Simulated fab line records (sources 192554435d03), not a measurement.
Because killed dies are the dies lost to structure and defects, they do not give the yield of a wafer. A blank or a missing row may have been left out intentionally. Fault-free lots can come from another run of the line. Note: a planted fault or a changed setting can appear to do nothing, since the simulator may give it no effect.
A sampling plan put to the test	flow n5-finfet	one fab line, 35 faults that these records tell of, each judged on the records of the lots that it struck; 3 more are left out, because the records don't allow judging them
The plan consists of the line's own looks: route steps at which the wafer is read by a gauge or an inspection but not changed. A look can be judged if struck wafers have a number there and the file gives its usual mean and standard deviation on fault-free wafers. Caught: at a look after the fault's first step, the mean of the struck wafers lies 4 or more of those standard deviations (sigma) from the usual mean. On the tool: the test repeated on the tool's own readings taken at the fault's steps. Also counted as caught: the struck wafers showing another recipe, or a record that is empty for them alone.

THE FAULTS, as the simulator had put them in
1. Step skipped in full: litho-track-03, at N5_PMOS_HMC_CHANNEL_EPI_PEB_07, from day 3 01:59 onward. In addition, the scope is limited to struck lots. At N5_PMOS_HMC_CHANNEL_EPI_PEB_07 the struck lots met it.
2. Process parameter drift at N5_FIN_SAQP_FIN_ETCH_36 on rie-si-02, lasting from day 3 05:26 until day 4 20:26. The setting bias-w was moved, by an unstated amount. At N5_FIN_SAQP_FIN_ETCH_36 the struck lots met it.
3. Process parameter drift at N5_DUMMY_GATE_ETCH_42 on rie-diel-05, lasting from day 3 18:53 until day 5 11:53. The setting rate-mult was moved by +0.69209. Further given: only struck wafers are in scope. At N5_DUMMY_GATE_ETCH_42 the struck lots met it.
4. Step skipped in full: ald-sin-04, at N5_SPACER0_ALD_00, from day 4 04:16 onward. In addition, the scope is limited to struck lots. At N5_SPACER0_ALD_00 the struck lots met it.
5. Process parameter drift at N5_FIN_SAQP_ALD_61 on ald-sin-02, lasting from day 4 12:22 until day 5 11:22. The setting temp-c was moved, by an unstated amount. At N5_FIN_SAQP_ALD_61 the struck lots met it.
6. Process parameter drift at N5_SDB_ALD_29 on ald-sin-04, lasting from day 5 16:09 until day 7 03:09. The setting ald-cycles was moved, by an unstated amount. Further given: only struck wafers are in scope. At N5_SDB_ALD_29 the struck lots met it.
7. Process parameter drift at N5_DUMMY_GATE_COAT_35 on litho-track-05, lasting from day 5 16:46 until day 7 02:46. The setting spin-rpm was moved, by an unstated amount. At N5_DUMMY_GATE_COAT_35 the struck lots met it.
8. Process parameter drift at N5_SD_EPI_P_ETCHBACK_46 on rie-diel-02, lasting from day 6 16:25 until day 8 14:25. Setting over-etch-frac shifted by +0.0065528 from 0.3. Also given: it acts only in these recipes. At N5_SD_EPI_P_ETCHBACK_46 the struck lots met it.
9. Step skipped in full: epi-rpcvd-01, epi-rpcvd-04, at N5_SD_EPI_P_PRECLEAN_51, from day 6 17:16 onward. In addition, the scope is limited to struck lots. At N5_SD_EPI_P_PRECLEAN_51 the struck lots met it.
10. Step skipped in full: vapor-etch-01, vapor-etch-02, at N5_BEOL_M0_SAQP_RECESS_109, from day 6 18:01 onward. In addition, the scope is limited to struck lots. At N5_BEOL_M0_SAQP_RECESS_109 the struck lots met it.
11. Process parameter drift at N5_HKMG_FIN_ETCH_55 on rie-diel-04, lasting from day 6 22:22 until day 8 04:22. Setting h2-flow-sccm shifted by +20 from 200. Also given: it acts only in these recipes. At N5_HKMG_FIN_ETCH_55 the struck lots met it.
12. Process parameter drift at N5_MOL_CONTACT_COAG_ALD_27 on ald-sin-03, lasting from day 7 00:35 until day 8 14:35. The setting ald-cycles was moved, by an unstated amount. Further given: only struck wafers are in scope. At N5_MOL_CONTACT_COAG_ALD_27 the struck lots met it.
13. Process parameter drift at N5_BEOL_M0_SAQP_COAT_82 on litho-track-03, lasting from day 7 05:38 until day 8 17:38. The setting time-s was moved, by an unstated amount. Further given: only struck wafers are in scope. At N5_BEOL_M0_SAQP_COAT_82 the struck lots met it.
14. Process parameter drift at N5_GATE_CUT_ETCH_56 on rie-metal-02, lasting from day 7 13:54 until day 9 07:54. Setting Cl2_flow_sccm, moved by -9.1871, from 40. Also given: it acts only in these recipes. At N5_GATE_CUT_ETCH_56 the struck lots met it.
15. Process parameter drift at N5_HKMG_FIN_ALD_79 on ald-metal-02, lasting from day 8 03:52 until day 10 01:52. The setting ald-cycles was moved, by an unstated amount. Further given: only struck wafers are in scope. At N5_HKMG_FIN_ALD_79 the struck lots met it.
16. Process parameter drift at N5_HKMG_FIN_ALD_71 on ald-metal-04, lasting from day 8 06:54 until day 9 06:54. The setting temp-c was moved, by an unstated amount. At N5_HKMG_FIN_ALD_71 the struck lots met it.
17. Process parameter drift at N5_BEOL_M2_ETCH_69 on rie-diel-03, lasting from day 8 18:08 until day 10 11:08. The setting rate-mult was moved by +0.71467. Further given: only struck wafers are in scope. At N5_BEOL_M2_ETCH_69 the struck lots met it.
18. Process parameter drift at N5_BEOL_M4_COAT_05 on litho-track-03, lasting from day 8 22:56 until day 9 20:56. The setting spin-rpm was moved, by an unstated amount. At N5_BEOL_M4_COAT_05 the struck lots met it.
19. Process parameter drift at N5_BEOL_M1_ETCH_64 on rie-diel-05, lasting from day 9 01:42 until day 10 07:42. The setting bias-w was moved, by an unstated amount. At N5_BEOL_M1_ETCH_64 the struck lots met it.
20. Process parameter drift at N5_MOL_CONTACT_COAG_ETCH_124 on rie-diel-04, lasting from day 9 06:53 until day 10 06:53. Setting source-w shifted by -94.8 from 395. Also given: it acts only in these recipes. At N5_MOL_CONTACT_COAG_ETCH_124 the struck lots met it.
21. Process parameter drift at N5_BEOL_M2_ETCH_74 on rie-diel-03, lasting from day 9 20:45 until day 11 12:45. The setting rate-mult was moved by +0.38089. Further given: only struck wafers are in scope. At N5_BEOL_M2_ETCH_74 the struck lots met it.
22. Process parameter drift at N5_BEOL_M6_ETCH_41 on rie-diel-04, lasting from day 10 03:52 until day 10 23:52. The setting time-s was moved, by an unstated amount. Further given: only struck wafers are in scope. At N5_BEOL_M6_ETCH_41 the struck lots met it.
23. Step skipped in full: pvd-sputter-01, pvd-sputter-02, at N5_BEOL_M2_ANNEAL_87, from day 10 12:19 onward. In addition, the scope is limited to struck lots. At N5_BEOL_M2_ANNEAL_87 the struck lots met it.
24. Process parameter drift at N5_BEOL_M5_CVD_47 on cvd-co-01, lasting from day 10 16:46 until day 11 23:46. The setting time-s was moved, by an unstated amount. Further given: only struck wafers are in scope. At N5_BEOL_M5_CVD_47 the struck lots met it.
25. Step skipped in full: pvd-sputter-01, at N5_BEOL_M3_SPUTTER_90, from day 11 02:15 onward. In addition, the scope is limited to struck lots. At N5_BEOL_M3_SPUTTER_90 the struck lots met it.
26. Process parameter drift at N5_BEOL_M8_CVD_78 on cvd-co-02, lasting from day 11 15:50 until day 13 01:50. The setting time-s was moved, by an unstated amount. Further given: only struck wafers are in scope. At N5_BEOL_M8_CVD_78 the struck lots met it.
27. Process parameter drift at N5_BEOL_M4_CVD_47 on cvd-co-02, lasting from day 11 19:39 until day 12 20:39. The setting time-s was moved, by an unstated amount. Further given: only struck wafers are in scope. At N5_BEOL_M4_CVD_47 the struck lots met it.
28. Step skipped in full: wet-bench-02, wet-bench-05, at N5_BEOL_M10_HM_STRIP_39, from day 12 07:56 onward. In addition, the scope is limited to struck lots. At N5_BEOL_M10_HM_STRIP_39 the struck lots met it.
29. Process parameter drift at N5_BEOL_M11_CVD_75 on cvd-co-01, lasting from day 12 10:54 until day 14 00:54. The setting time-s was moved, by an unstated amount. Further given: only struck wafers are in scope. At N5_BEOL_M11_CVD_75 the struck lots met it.
30. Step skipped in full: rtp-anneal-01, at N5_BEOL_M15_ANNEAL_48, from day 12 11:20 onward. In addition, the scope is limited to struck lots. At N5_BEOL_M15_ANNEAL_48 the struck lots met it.
31. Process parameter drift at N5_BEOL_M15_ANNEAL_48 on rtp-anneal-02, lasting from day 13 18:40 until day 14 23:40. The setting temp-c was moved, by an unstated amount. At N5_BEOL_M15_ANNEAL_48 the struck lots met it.
32. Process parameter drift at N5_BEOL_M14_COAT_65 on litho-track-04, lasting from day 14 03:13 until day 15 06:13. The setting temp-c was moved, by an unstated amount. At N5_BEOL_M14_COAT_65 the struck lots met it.
33. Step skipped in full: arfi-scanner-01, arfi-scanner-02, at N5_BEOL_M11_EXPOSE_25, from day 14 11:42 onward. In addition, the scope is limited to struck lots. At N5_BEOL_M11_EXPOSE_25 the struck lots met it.
34. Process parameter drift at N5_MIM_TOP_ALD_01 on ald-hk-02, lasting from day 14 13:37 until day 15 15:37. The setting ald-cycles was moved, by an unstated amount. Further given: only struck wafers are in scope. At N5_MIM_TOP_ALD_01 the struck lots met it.
35. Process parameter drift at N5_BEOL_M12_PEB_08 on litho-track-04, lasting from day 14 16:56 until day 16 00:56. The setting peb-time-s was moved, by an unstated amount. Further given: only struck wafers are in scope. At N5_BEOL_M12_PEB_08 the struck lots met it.

WHAT THE PLAN SAW
fault	on the tool itself	first look that catches it	reading, sigma	median hours from its first step to that look	hours from the fault's start to the first struck lot there	judged looks passed uncaught
1	the tool's record is blank for the struck wafers	no look after it can be judged	-	-	-	0
2	bias-w -17 sigma	not the one look that can be judged after it	-	-	-	1
3	only faintly: oes-product-au +3.8 sigma	not the one look that can be judged after it	-	-	-	1
4	the tool's record is blank for the struck wafers	no look after it can be judged	-	-	-	0
5	susceptor-temp-C -99 or beyond sigma	none of the 2 looks that can be judged after it	-	-	-	2
6	under 2 sigma	not the one look that can be judged after it	-	-	-	1
7	spin-speed-rpm +99 or beyond sigma	not the one look that can be judged after it	-	-	-	1
8	under 2 sigma	not the one look that can be judged after it	-	-	-	1
9	the tool's record is blank for the struck wafers	N5_SD_EPI_P_EPI_MEAS_23	thk-nm -49	2.6	6	0
10	the tool's record is blank for the struck wafers	none of the 2 looks that can be judged after it	-	-	-	2
11	h2-flow-sccm +31 sigma	not the one look that can be judged after it	-	-	-	1
12	run-length-s -99 or beyond sigma	none of the 2 looks that can be judged after it	-	-	-	2
13	run-length-s -99 or beyond sigma	not the one look that can be judged after it	-	-	-	1
14	mfc-cl2-sccm -76 sigma	not the one look that can be judged after it	-	-	-	1
15	under 2 sigma	not the one look that can be judged after it	-	-	-	1
16	susceptor-temp-C -29 sigma	not the one look that can be judged after it	-	-	-	1
17	etch-rf-on-time-s -18 sigma	not the one look that can be judged after it	-	-	-	1
18	spin-speed-rpm -57 sigma	not the one look that can be judged after it	-	-	-	1
19	bias-w -81 sigma	not the one look that can be judged after it	-	-	-	1
20	rf-fwd-power-W -54 sigma	not the one look that can be judged after it	-	-	-	1
21	etch-rf-on-time-s -11 sigma	not the one look that can be judged after it	-	-	-	1
22	run-length-s -12 sigma	no look after it can be judged	-	-	-	0
23	the tool's record is blank for the struck wafers	not the one look that can be judged after it	-	-	-	1
24	run-length-s +5.8 sigma	no look after it can be judged	-	-	-	0
25	the tool's record is blank for the struck wafers	not the one look that can be judged after it	-	-	-	1
26	run-length-s -99 or beyond sigma	no look after it can be judged	-	-	-	0
27	run-length-s -4.3 sigma	not the one look that can be judged after it	-	-	-	1
28	the tool's record is blank for the struck wafers	no look after it can be judged	-	-	-	0
29	run-length-s +5.0 sigma	no look after it can be judged	-	-	-	0
30	the tool's record is blank for the struck wafers	no look after it can be judged	-	-	-	0
31	wafer_temp_C_max +32 sigma	no look after it can be judged	-	-	-	0
32	plate-temp-C -31 sigma	no look after it can be judged	-	-	-	0
33	no reading that can be judged	no look after it can be judged	-	-	-	0
34	under 2 sigma	no look after it can be judged	-	-	-	0
35	heater-power-total-W +13 sigma	no look after it can be judged	-	-	-	0
A dash: the fault is not caught, or the number is missing from these records.

Caught at a look: 1 of 35. Caught on the tool: 29 of 35. By one or the other: 29 of 35.
Faults 1, 2, 4, 5, 7, 10, 11, 12, 13, 14, 16, 17, 18, 19, 20, 21, 22, 23, 24, 25, 26, 27, 28, 29, 30, 31, 32, 35 were caught on the tool alone.
Caught by neither: faults 3, 6, 8, 15, 33, 34.

THINNER SAMPLING
In the worst case, this is how late the first struck lot would be measured if the look that catches a fault measured only every second or every third lot, by lot number:
fault	struck lots at that look, in order of time	every lot	every second lot	every third lot
9	L138, L139	6 h	12 h	may miss all 2
The hour figures run from when the fault began to the first measured lot among those it struck. The limit of 4 sigma was tested on all struck wafers together, so one lot alone may lie under it. Other struck lots may not be in these records.

THE LONGEST TIMED WAY FROM STEP TO LOOK
Fault 9: a median of 2.6 hours passes between N5_SD_EPI_P_PRECLEAN_51 and N5_SD_EPI_P_EPI_MEAS_23. No look between them can be judged.
